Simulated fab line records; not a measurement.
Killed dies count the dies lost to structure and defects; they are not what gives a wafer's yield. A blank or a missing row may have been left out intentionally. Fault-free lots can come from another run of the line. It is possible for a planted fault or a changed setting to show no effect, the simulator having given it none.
Matching of chambers / flow nand-harc / rie-diel-07 running NHARC_A_STAIRCASE_DESCUM_186: 4 sister chambers
The step chemistry O2, time 3 s. 18 wafers are shown with their chamber, then 9 later ones without.

WAFERS, EACH WITH ITS CHAMBER
wafer=L074.2; chamber=0; showerhead-plenum-p-Torr (Torr)=1.88; drypump-motor-current-A (A)=5.1; oes-product-au (a.u.)=1.011
wafer=L074.3; chamber=3; showerhead-plenum-p-Torr (Torr)=1.89; drypump-motor-current-A (A)=6.0; oes-product-au (a.u.)=0.999
wafer=L074.5; chamber=2; showerhead-plenum-p-Torr (Torr)=1.79; drypump-motor-current-A (A)=5.7; oes-product-au (a.u.)=1.001
wafer=L076.3; chamber=3; showerhead-plenum-p-Torr (Torr)=1.88; drypump-motor-current-A (A)=6.0; oes-product-au (a.u.)=0.993
wafer=L076.5; chamber=1; showerhead-plenum-p-Torr (Torr)=1.92; drypump-motor-current-A (A)=6.3; oes-product-au (a.u.)=1.001
wafer=L076.6; chamber=0; showerhead-plenum-p-Torr (Torr)=1.88; drypump-motor-current-A (A)=5.1; oes-product-au (a.u.)=1.004
wafer=L078.3; chamber=3; showerhead-plenum-p-Torr (Torr)=1.88; drypump-motor-current-A (A)=6.0; oes-product-au (a.u.)=1.015
wafer=L078.4; chamber=1; showerhead-plenum-p-Torr (Torr)=1.92; drypump-motor-current-A (A)=6.3; oes-product-au (a.u.)=0.997
wafer=L078.5; chamber=2; showerhead-plenum-p-Torr (Torr)=1.79; drypump-motor-current-A (A)=5.7; oes-product-au (a.u.)=0.995
wafer=L082.1; chamber=0; showerhead-plenum-p-Torr (Torr)=1.87; drypump-motor-current-A (A)=5.1; oes-product-au (a.u.)=1.009
wafer=L082.2; chamber=1; showerhead-plenum-p-Torr (Torr)=1.92; drypump-motor-current-A (A)=6.3; oes-product-au (a.u.)=0.998
wafer=L082.3; chamber=3; showerhead-plenum-p-Torr (Torr)=1.88; drypump-motor-current-A (A)=6.0; oes-product-au (a.u.)=1.015
wafer=L082.4; chamber=2; showerhead-plenum-p-Torr (Torr)=1.79; drypump-motor-current-A (A)=5.8; oes-product-au (a.u.)=0.996
wafer=L082.5; chamber=2; showerhead-plenum-p-Torr (Torr)=1.79; drypump-motor-current-A (A)=5.8; oes-product-au (a.u.)=0.986
wafer=L082.6; chamber=3; showerhead-plenum-p-Torr (Torr)=1.88; drypump-motor-current-A (A)=6.1; oes-product-au (a.u.)=1.006
wafer=L081.2; chamber=1; showerhead-plenum-p-Torr (Torr)=1.92; drypump-motor-current-A (A)=6.3; oes-product-au (a.u.)=0.996
wafer=L081.4; chamber=0; showerhead-plenum-p-Torr (Torr)=1.87; drypump-motor-current-A (A)=5.1; oes-product-au (a.u.)=1.008
wafer=L081.6; chamber=0; showerhead-plenum-p-Torr (Torr)=1.87; drypump-motor-current-A (A)=5.1; oes-product-au (a.u.)=0.994

SIGNATURES, as means of the wafers listed above
reading=showerhead-plenum-p-Torr; chamber 0=1.8740; chamber 1=1.9200; chamber 2=1.7900; chamber 3=1.8820; scatter within a chamber=0.00378
reading=drypump-motor-current-A; chamber 0=5.100; chamber 1=6.300; chamber 2=5.750; chamber 3=6.020; scatter within a chamber=0.0359
reading=oes-product-au; chamber 0=1.00520; chamber 1=0.99800; chamber 2=0.99450; chamber 3=1.00560; scatter within a chamber=0.00704
Rule: a wafer's distance from a chamber is the root of the sum, over the readings, of the square of ((its reading less the chamber's mean) divided by the reading's scatter). The wafer belongs to the nearest chamber; if the next one is less than 2 further off, it can't be placed. How the scatter is found: for the shown wafers, subtract from each reading the mean of its chamber, square and add these, divide the total by (wafers less chambers), then take the root.

WAFERS WHOSE CHAMBER IS MISSING
wafer=L084.3; showerhead-plenum-p-Torr (Torr)=1.88; drypump-motor-current-A (A)=6.1; oes-product-au (a.u.)=1.012
wafer=L084.4; showerhead-plenum-p-Torr (Torr)=1.78; drypump-motor-current-A (A)=5.7; oes-product-au (a.u.)=1.000
wafer=L084.6; showerhead-plenum-p-Torr (Torr)=1.78; drypump-motor-current-A (A)=5.8; oes-product-au (a.u.)=0.981
wafer=L089.2; showerhead-plenum-p-Torr (Torr)=1.86; drypump-motor-current-A (A)=5.1; oes-product-au (a.u.)=0.988
wafer=L089.3; showerhead-plenum-p-Torr (Torr)=1.78; drypump-motor-current-A (A)=5.7; oes-product-au (a.u.)=0.995
wafer=L089.4; showerhead-plenum-p-Torr (Torr)=1.91; drypump-motor-current-A (A)=6.3; oes-product-au (a.u.)=0.991
wafer=L091.3; showerhead-plenum-p-Torr (Torr)=1.91; drypump-motor-current-A (A)=6.3; oes-product-au (a.u.)=1.009
wafer=L091.4; showerhead-plenum-p-Torr (Torr)=1.86; drypump-motor-current-A (A)=5.1; oes-product-au (a.u.)=1.006
wafer=L091.5; showerhead-plenum-p-Torr (Torr)=1.87; drypump-motor-current-A (A)=6.0; oes-product-au (a.u.)=0.995

WHICH CHAMBER EACH WENT THROUGH
wafer=L084.3; from the rows above=3; in truth=3
wafer=L084.4; from the rows above=2; in truth=2
wafer=L084.6; from the rows above=2; in truth=2
wafer=L089.2; from the rows above=0; in truth=0
wafer=L089.3; from the rows above=2; in truth=2
wafer=L089.4; from the rows above=1; in truth=1
wafer=L091.3; from the rows above=1; in truth=1
wafer=L091.4; from the rows above=0; in truth=0
wafer=L091.5; from the rows above=3; in truth=3
Correctly placed: 9 of 9. Left unplaced by these rows: 0. Wrongly placed: 0.
